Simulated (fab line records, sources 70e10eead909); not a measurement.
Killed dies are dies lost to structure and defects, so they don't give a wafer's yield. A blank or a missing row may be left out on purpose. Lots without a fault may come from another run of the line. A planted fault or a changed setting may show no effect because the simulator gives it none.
fab line records | flow nand_harc | part 2 of 2: steps 30 to 38 of 38
record lots=5 wafers=15 last_day=31
route steps=1302 shown P_M0@269 P_M1@285
lots that met no fault: from a run of the same line without faults
start_h: hours from the record's first day to the start of the lot's first wafer shown | wait_h: hours since the lot's step before | " the same as in the row above | L1.1+2: a row that stands for several wafers | - no value, or no start given | * or withheld: withheld | < > ~ a bound
route shown NAME@n: a module of which the file shows steps, and the number in the route of the first | usual: mean/standard deviation of fault-free wafers | same: alike in all rows | chamber/n: place in a boat | sites: the reading at each site | _std_site: their standard deviation | _edge_site: outer sites' mean less inner sites' | radius_mm: how far each site lies from the wafer's centre | mask NAME#n: copy n | behind: the tool/chamber that last shaped the wafer | hold: why the lot was held/for how many hours/how that ended | device: the transistor (n, p or np) that didn't switch | end of line: the same wafers' tests at the end of the route | a step without rows: its recipe alone | killed: dies lost to structure and defects at the first sort, not the wafer's yield | map: a wafer's dies, x killed, . not, _ none there
set.NAME: the setting as run; set.NAME@STEP: as run at that earlier step | model.NAME: the simulator's own value behind a step, which no gauge read
lots at some steps of the route; a table a step, a row a wafer
services: from which hour (start_h, from the record's first day; less than 0 if before it) a tool's chamber was out of use, for how many hours, and why
## steps
# step NHARC_P_M1_ETCH_35
# recipe target_depth_a=400 overetch_a=120 time_s=43.94 ion_energy_ev=200 n2_flow_sccm=150 h2_flow_sccm=150 ar_flow_sccm=0 rf_w=400 bias_w=150 chemistry=N2/H2
# usual drypump_motor_current_A=5.9/0.33 oes_product_au=0.999/0.01 rf_vpp_V=430.5/2.7 showerhead_plenum_p_Torr=2.04/0.087 throttle_valve_pct=14.172/0.0095
# same time_s=43.94
# columns lot.wafer tool chamber start_h wait_h drypump_motor_current_A oes_product_au rf_hours_counter_h rf_vpp_V showerhead_plenum_p_Torr throttle_valve_pct
L078.4 rie_diel-11 3 161.82 0.1 5.9 0.999 5 429.9 1.99 14.164
L078.1 " 0 " " 5.8 1.016 4 434.7 2.19 14.199
L078.3 " 2 " " 6.2 0.974 5 427.0 1.92 14.161
L080.3 rie_diel-06 1 185.31 0.1 5.6 1.015 3 432.0 2.15 14.179
L080.4 " 2 " " 5.8 0.990 3 428.4 1.96 14.174
L080.5 " 1 " " 5.6 1.010 - 433.6 2.15 14.171
L085.4 rie_diel-06 2 238.90 0.1 5.8 1.011 8 428.5 1.96 14.178
L085.6 " 2 " " 5.8 1.016 - 428.3 1.96 14.149
L085.5 " 3 " " 6.6 0.992 - 429.2 2.01 14.162
L086.3 rie_diel-06 0 244.18 0.1 6.0 0.993 10 428.8 2.01 14.167
L086.4 " 1 " " 5.6 1.007 9 435.4 2.14 14.169
L086.5 " 3 " " 6.6 0.990 - 429.0 2.01 14.170
L092.2 rie_diel-06 0 306.20 0.1 5.9 0.999 15 430.3 2.01 14.175
L092.3 " 2 " " 5.8 0.999 13 428.8 1.95 14.173
L092.4 " 3 " " 6.5 0.995 14 429.5 2.00 14.180
# step NHARC_P_M1_ETCH_15
# recipe target_depth_a=1825 time_s=91.2 c4f8_flow_sccm=withheld ar_flow_sccm=400 rf_w=600 bias_w=300 chemistry=C4F8/Ar
# usual oes_product_au=0.958/0.019 rf_vpp_V=440.8/2.5
# same time_s=91.2
# columns lot.wafer tool chamber start_h wait_h oes_product_au rf_hours_counter_h rf_vpp_V
L078.3 rie_diel-11 3 - - 0.928 5 439.5
L078.1 " 0 " " 0.929 4 443.3
L078.4 " 1 " " 0.925 4 440.3
L080.4 rie_diel-06 1 - - 0.967 3 442.8
L080.3 " 0 " " 0.961 4 439.5
L080.5 " 2 " " 0.971 - 439.1
L085.4 rie_diel-06 3 - - 0.946 9 439.9
L085.5 " 3 " " 0.941 - 438.9
L085.6 " 0 " " 0.952 - 440.6
L086.4 rie_diel-06 0 - - 0.955 10 440.1
L086.3 " 1 " " 0.986 9 444.4
L086.5 " 0 " " 0.957 - 438.6
L092.4 rie_diel-06 3 - - 0.951 14 440.6
L092.3 " 0 " " 0.926 15 441.0
L092.2 " 1 " " 0.925 14 443.4
# step NHARC_P_M1_CD_MEAS_16
# usual cd_nm=130.1/0.82
# columns lot.wafer tool chamber start_h wait_h cd_nm
L078.1 cd_sem-02 - 162.05 - 129.8
L078.3 " - " " 128.9
L078.4 " - " " 130.1
L080.3 cd_sem-02 - 185.53 - 130.6
L080.4 " - " " 130.8
L080.5 " - " " 131.1
L085.4 cd_sem-02 - 239.12 - 130.4
L085.5 " - " " 130.9
L085.6 " - " " 131.0
L086.3 cd_sem-03 - 244.39 - 131.4
L086.4 " - " " 132.0
L086.5 " - " " 130.8
L092.2 cd_sem-03 - 306.42 - 129.5
L092.3 " - " " 129.6
L092.4 " - " " 129.4
# step NHARC_P_M1_STRIP_18
# recipe power_w=1000 n2_flow_sccm=150 h2_flow_sccm=150 ar_flow_sccm=0 bias_w=0 chemistry=N2/H2
# usual drypump_motor_current_A=5.9/0.33 oes_product_au=0.996/0.01 rf_vpp_V=90.7/1 showerhead_plenum_p_Torr=2.04/0.087 throttle_valve_pct=14.172/0.009
# columns lot.wafer tool chamber start_h wait_h drypump_motor_current_A oes_product_au rf_hours_counter_h rf_vpp_V showerhead_plenum_p_Torr throttle_valve_pct
L078.3 rie_diel-06 3 162.12 0.1 6.5 1.001 2 93.5 2.01 14.169
L078.4 " 1 " " 5.6 1.017 2 91.4 2.15 14.174
L078.1 " 2 " " 5.8 1.001 2 89.6 1.96 14.165
L080.4 rie_diel-06 2 185.63 0.1 5.8 1.002 3 89.4 1.96 14.172
L080.3 " 0 " " 6.0 0.997 4 92.6 2.01 14.177
L080.5 " 3 " " 6.5 0.982 - 90.0 2.01 14.178
L085.4 rie_diel-09 2 239.26 0.1 6.0 0.995 29 91.8 2.04 14.176
L085.5 " 3 " " 5.0 0.990 - 91.2 2.12 14.179
L085.6 " 0 " " 6.3 0.993 - 91.5 2.00 14.180
L086.3 rie_diel-11 3 244.46 0.1 5.9 0.985 9 89.1 1.99 14.165
L086.4 " 0 " " 5.8 0.997 11 90.0 2.18 14.159
L086.5 " 0 " " 5.8 0.998 - 91.0 2.18 14.174
L092.4 rie_diel-06 0 306.49 0.1 6.0 1.000 15 89.7 2.01 14.166
L092.2 " 1 " " 5.6 1.013 14 92.7 2.14 14.173
L092.3 " 3 " " 6.5 1.004 14 90.0 2.00 14.177
# step NHARC_P_M1_ETCH_28
# recipe target_depth_a=300 over_etch_frac=0.3 time_s=72.99 ion_energy_ev=150 cf4_flow_sccm=50 n2_flow_sccm=100 ar_flow_sccm=150 rf_w=300 bias_w=100 chemistry=CF4/N2
# usual drypump_motor_current_A=5.9/0.34 oes_product_au=0.998/0.0097 rf_vpp_V=314.1/1.9 showerhead_plenum_p_Torr=2.63/0.1 throttle_valve_pct=19.793/0.0086
# same time_s=72.99
# columns lot.wafer tool chamber start_h wait_h drypump_motor_current_A oes_product_au rf_hours_counter_h rf_vpp_V showerhead_plenum_p_Torr throttle_valve_pct
L078.3 rie_diel-06 0 - - 6.0 0.992 2 314.7 2.59 19.796
L078.1 " 2 " " 5.8 1.010 2 313.9 2.53 19.794
L078.4 " 3 " " 6.5 0.993 2 312.8 2.59 19.799
L080.3 rie_diel-06 3 - - 6.5 1.001 4 314.0 2.59 19.793
L080.4 " 0 " " 6.0 1.008 4 312.8 2.59 19.796
L080.5 " 2 " " 5.8 1.007 - 312.3 2.53 19.795
L085.4 rie_diel-09 2 - - 6.0 1.003 29 314.0 2.63 19.791
L085.6 " 2 " " 6.0 1.012 - 314.3 2.63 19.795
L085.5 " 3 " " 4.9 1.009 - 315.2 2.73 19.793
L086.3 rie_diel-11 2 - - 6.1 0.979 11 310.3 2.48 19.786
L086.4 " 3 " " 6.0 0.978 9 312.3 2.57 19.788
L086.5 " 0 " " 5.8 1.001 - 317.8 2.80 19.792
L092.2 rie_diel-06 1 - - 5.6 1.010 14 315.6 2.75 19.812
L092.4 " 3 " " 6.5 0.999 14 314.7 2.58 19.807
L092.3 " 0 " " 6.0 1.011 15 313.7 2.59 19.789
# step NHARC_P_M1_STRIP_19
# recipe time_s=600 temp_c=30 chemistry=post_etch_residue_remover
# same time_s=600
# columns lot.wafer tool chamber start_h wait_h
L078.3+1+4 wet_bench-08 2,4,5 162.49 -
L080.3+4+5 wet_bench-10 7,1,4 186.18 -
L085.5+6+4 wet_bench-10 3,5,7 239.56 -
L086.5+4+3 wet_bench-08 5,7,0 244.84 -
L092.2+4+3 wet_bench-08 7,0,3 306.87 -
# step NHARC_P_M1_DEGAS_29
# recipe temp_c=250 time_s=60
# usual heater_power_w=328/29
# same time_s=60
# columns lot.wafer tool chamber start_h wait_h heater_power_w
L078.4 pvd_sputter-01 - 162.76 - 398
L078.1 " - " " 293
L078.3 " - " " 293
L080.4 pvd_sputter-03 - 186.45 - 350
L080.3 " - " " 337
L080.5 " - " " 321
L085.4 pvd_sputter-01 - 239.83 - 381
L085.6 " - " " 368
L085.5 " - " " 288
L086.3 pvd_sputter-02 - 245.10 - 323
L086.4 " - " " 336
L086.5 " - " " 320
L092.3 pvd_sputter-01 - 307.13 - 289
L092.2 " - " " 373
L092.4 " - " " 304
# step NHARC_P_M1_PRE_CLEAN_30
# recipe time_s=30 temp_c=280 gas=H2/He
# usual heater_power_w=403/37
# same time_s=30
# columns lot.wafer tool chamber start_h wait_h heater_power_w
L078.1 pvd_sputter-01 - - - 357
L078.3 " - " " 346
L078.4 " - " " 494
L080.3 pvd_sputter-03 - - - 401
L080.4 " - " " 422
L080.5 " - " " 424
L085.4 pvd_sputter-01 - - - 343
L085.6 " - " " 345
L085.5 " - " " 366
L086.4 pvd_sputter-02 - - - 392
L086.3 " - " " 397
L086.5 " - " " 418
L092.2 pvd_sputter-01 - - - 354
L092.4 " - " " 351
L092.3 " - " " 353
# step NHARC_P_M1_PVD_20
# recipe target_thk_a=50 bias_v=168.6 power_w=15000 chamber_pressure_pa=0.12 time_s=8.06 substrate_temp_c=50 material=TaN
# usual throttle_valve_pct=30.3/1.2
# same time_s=8.06
# columns lot.wafer tool chamber start_h wait_h throttle_valve_pct
L078.4 pvd_sputter-01 - - - 29.2
L078.3 " - " " 31.0
L078.1 " - " " 28.5
L080.3 pvd_sputter-03 - - - 28.6
L080.4 " - " " 30.1
L080.5 " - " " 31.1
L085.4 pvd_sputter-01 - - - 30.4
L085.5 " - " " 28.5
L085.6 " - " " 29.5
L086.4 pvd_sputter-02 - - - 31.0
L086.3 " - " " 31.0
L086.5 " - " " 31.1
L092.2 pvd_sputter-01 - - - 28.6
L092.4 " - " " 28.9
L092.3 " - " " 30.2
## services
# columns tool chamber start_h hours kind
cmp-02 - 134.50 4.0 pm
wet_bench-10 - 137.37 8.0 pm
litho_track-01 - 155.00 7.0 pm
rie_diel-11 1 156.14 4.6 repair
pvd_sputter-01 - 158.23 3.5 repair
ecd_cu-01 - 160.00 8.0 pm
pvd_sputter-03 - 170.04 10.0 pm
litho_track-06 - 179.00 7.0 pm
pvd_sputter-02 - 183.34 5.3 repair
rie_diel-06 2 187.04 6.6 repair
pecvd-02 1 196.74 14.1 repair
pecvd-02 0 197.83 16.3 repair
litho_track-04 - 203.00 7.0 pm
rie_diel-11 3 210.10 14.5 repair
rie_diel-06 3 224.66 6.1 repair
wet_bench-10 - 225.50 5.6 repair
pvd_sputter-01 - 226.00 10.0 pm
pecvd-02 - 227.00 13.0 pm
rie_diel-11 - 230.15 0.6 repair
rie_diel-11 - 255.50 9.0 pm
pvd_sputter-01 - 277.62 1.1 repair
rie_diel-11 - 284.70 0.7 repair
wet_bench-08 - 294.40 8.0 pm
pvd_sputter-02 - 303.17 10.0 pm
